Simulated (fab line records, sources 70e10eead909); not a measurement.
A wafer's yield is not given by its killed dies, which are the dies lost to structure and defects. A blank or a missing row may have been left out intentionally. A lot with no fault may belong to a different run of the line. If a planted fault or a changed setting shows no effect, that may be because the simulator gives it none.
Which tool was responsible? ; flow nand harc ; 11 lots, 33 wafers sampled, at 5 steps of a route of 1159

== WHAT THE GAUGES SHOWED, per wafer ==
NHARC_A_ONON_D1_INSPECT_32.
lot;measured;on;raw defect count
L740;day 7 19:35;defect inspect-02;64 62 62
L742;day 8 09:44;defect inspect-02;117 88 83
L741;day 8 09:55;defect inspect-02;58 52 79
L743;day 9 02:30;defect inspect-01;39 54 47
L745;day 9 11:05;defect inspect-02;70 40 92
L747;day 9 19:11;defect inspect-01;84 44 60
L755;day 11 22:58;defect inspect-01;74 74 56
L754;day 11 23:04;defect inspect-02;59 80 62
L759;day 12 17:44;defect inspect-02;24 37 28
L760;day 12 17:46;defect inspect-02;46 32 57
L763;day 13 12:34;defect inspect-02;52 61 36

NHARC_END_SORT_01.
lot;measured;on;killed at array;killed at other;killed at periphery;killed dies;killed open;killed short
L755;day 22 17:02;prober-02;674 673 673;0 0 0;3 4 4;677 677 677;1 5 5;1 3 4
L754;day 22 23:06;prober-01;674 675 676;0 1 1;3 1 0;677 677 677;5 6 4;2 2 0

== WHAT TOOL EACH LOT RAN ON (gives the tool, then ch and the chambers of the sampled wafers, and finally the start) ==
lot;NHARC_A_CHANNEL_HOLE_D1_ETCH_38;NHARC_A_CHANNEL_HOLE_D1_ETCH_34;NHARC_A_CHANNEL_HOLE_D1_ETCH_25
L740;rie diel-09 ch 2,3, day 7 22:54;rie diel-09 ch 0,2, day 8 03:05 or earlier;har etch-02 ch 0,1, day 8 03:05
L742;rie diel-09 ch 0,1,3, day 8 15:34;rie diel-09 ch 0,1,3, day 8 20:21 or earlier;har etch-01 ch 0, day 8 20:21
L741;rie diel-07 ch 1,2,3, day 8 15:50;rie diel-07 ch 0,1, day 8 19:58 or earlier;har etch-02 ch 1, day 8 19:58
L743;rie diel-09 ch 1,2, day 9 05:31;rie diel-09 ch 0,1, day 9 09:31 or earlier;har etch-02 ch 0,1, day 9 09:31
L745;rie diel-09 ch 0,1,2, day 9 14:06;rie diel-09 ch 0,1,3, day 9 18:06 or earlier;har etch-01 ch 0,1, day 9 18:06
L747;rie diel-03 ch 0,2,3, day 9 22:02;rie diel-03 ch 0,2,3, day 10 02:20 or earlier;har etch-02 ch 0,1, day 10 02:20
L755;rie diel-09 ch 1,2, day 12 02:05;rie diel-09 ch 2,3, day 12 06:22 or earlier;har etch-01 ch 0,1, day 12 06:22
L754;rie diel-07 ch 1,2,3, day 12 02:15;rie diel-07 ch 1,2,3, day 12 10:06 or earlier;har etch-02 ch 0,1, day 12 10:06
L759;rie diel-09 ch 0,2,3, day 12 20:48;rie diel-09 ch 0,1, day 13 00:48 or earlier;har etch-02 ch 0,1, day 13 00:48
L760;rie diel-09 ch 0,1,3, day 12 21:55;rie diel-09 ch 0,1,3, day 13 01:53 or earlier;har etch-01 ch 0,1, day 13 01:53
L763;rie diel-07 ch 0,3, day 13 18:59;rie diel-07 ch 0,1,3, day 14 03:01 or earlier;har etch-02 ch 0,1, day 14 03:01
- NHARC_A_CHANNEL_HOLE_D1_ETCH_38: etches the open film in CF4, target depth 39 nm, time 65 s.
- NHARC_A_CHANNEL_HOLE_D1_ETCH_34: etches the open film in CF4/CHF3, target depth 154 nm, time 77 s.
- NHARC_A_CHANNEL_HOLE_D1_ETCH_25: etches the open film in C4F8/O2/Ar, time 1040.2 s, target depth 1500 nm.

== WHAT THE TOOLS THEMSELVES READ (means of the sampled wafers that have a number; where no wafer has one, the mark that the record gives instead) ==
NHARC_A_CHANNEL_HOLE_D1_ETCH_38.
lot;tool;bias w (W);cf4 flow sccm (sccm);drypump motor current A (A);oes product au (a.u.);rf vpp V (V);showerhead plenum p Torr (Torr);throttle valve pct (%)
L740;rie diel-09;100.03;150.1;6.2;0.997;152.3;1.80;13.287
L742;rie diel-09;99.92;150.1;6.1;0.999;151.8;1.75;13.279
L741;rie diel-07;100.05;150.0;5.9;0.988;150.9;1.75;13.282
L743;rie diel-09;100.17;149.7;6.1;0.998;151.2;1.73;13.289
L745;rie diel-09;99.83;149.8;6.1;0.997;150.6;1.73;13.292
L747;rie diel-03;99.89;149.7;5.1;1.006;151.5;1.79;13.283
L755;rie diel-09;-;-;-;-;-;-;-
L754;rie diel-07;-;-;-;-;-;-;-
L759;rie diel-09;99.92;149.8;6.2;1.000;151.3;1.76;13.281
L760;rie diel-09;99.87;149.9;6.1;0.987;151.4;1.75;13.282
L763;rie diel-07;100.21;149.9;6.4;1.000;150.3;1.71;13.287

NHARC_A_CHANNEL_HOLE_D1_ETCH_34.
lot;tool;bias w (W);cf4 flow sccm (sccm);drypump motor current A (A);oes product au (a.u.);rf vpp V (V);showerhead plenum p Torr (Torr);throttle valve pct (%)
L740;rie diel-09;200.1;100.4;6.1;0.962;369.4;1.53;16.800
L742;rie diel-09;199.9;99.7;6.2;0.933;369.6;1.56;16.796
L741;rie diel-07;199.4;100.3;5.7;0.925;370.0;1.54;16.800
L743;rie diel-09;200.7;100.1;6.1;0.925;368.5;1.53;16.796
L745;rie diel-09;200.4;100.1;6.1;0.936;370.0;1.56;16.800
L747;rie diel-03;200.0;100.0;5.1;0.923;370.8;1.59;16.809
L755;rie diel-09;200.3;99.9;6.2;0.956;371.1;1.58;16.803
L754;rie diel-07;199.2;100.2;5.9;0.957;369.6;1.55;16.799
L759;rie diel-09;199.5;100.0;6.1;0.954;369.2;1.53;16.803
L760;rie diel-09;199.3;100.0;6.0;0.961;370.6;1.56;16.791
L763;rie diel-07;200.1;99.7;6.0;0.969;368.8;1.54;16.798

NHARC_A_CHANNEL_HOLE_D1_ETCH_25.
lot;tool;c4f8 flow sccm (sccm);chamber pressure mTorr (mTorr);drypump motor current A (A);showerhead plenum p Torr (Torr);throttle valve pct (%)
L740;har etch-02;93.79;19.980;6.0;3.868;32.239
L742;har etch-01;93.82;19.997;5.8;3.820;32.237
L741;har etch-02;93.57;20.000;5.2;3.866;32.240
L743;har etch-02;93.82;20.015;6.0;3.863;32.234
L745;har etch-01;93.71;20.008;5.9;3.815;32.239
L747;har etch-02;93.89;19.999;5.6;3.859;32.231
L755;har etch-01;94.11;20.002;5.9;3.801;32.239
L754;har etch-02;94.07;20.008;6.0;3.844;32.243
L759;har etch-02;94.03;19.996;6.0;3.841;32.221
L760;har etch-01;93.86;20.003;5.8;3.796;32.223
L763;har etch-02;93.97;19.994;6.0;3.833;32.236

== THE ANSWER, worked out from the rows above alone ==
Rule: usual is defined by the lots themselves. Put in order of their means at a reading, lots are off if they are a third of the lots or fewer, leave a main group of 4 or more, and stand apart from it by a gap of 3 or more times the standard deviation of the main group's means; of several such gaps the widest counts. Not used: any main group whose means are identical at the precision the tables above print for the reading. A lot without any number at a reading at which 4 lots or more have one is off too. Any other lot the step has rows for is counted as sound. The gauges are gone through in route order, then the tools' own readings, and for those a lot's mean is taken as printed above. The first step at which some lot is off is used, and at that step the reading that is off furthest; a lot without a number counts as furthest.
Off at NHARC_A_CHANNEL_HOLE_D1_ETCH_38 (bias w): L755, L754. Without a number there: L755, L754. The main group has a mean of 99.99 W with a standard deviation of 0.13.
If a tool, at that step or one of the process steps before it, ran each lot that is off and ran no sound lot following the first of them, it fits. No candidate that was tried fits.

== WHAT THE SIMULATOR HAD INSERTED ==
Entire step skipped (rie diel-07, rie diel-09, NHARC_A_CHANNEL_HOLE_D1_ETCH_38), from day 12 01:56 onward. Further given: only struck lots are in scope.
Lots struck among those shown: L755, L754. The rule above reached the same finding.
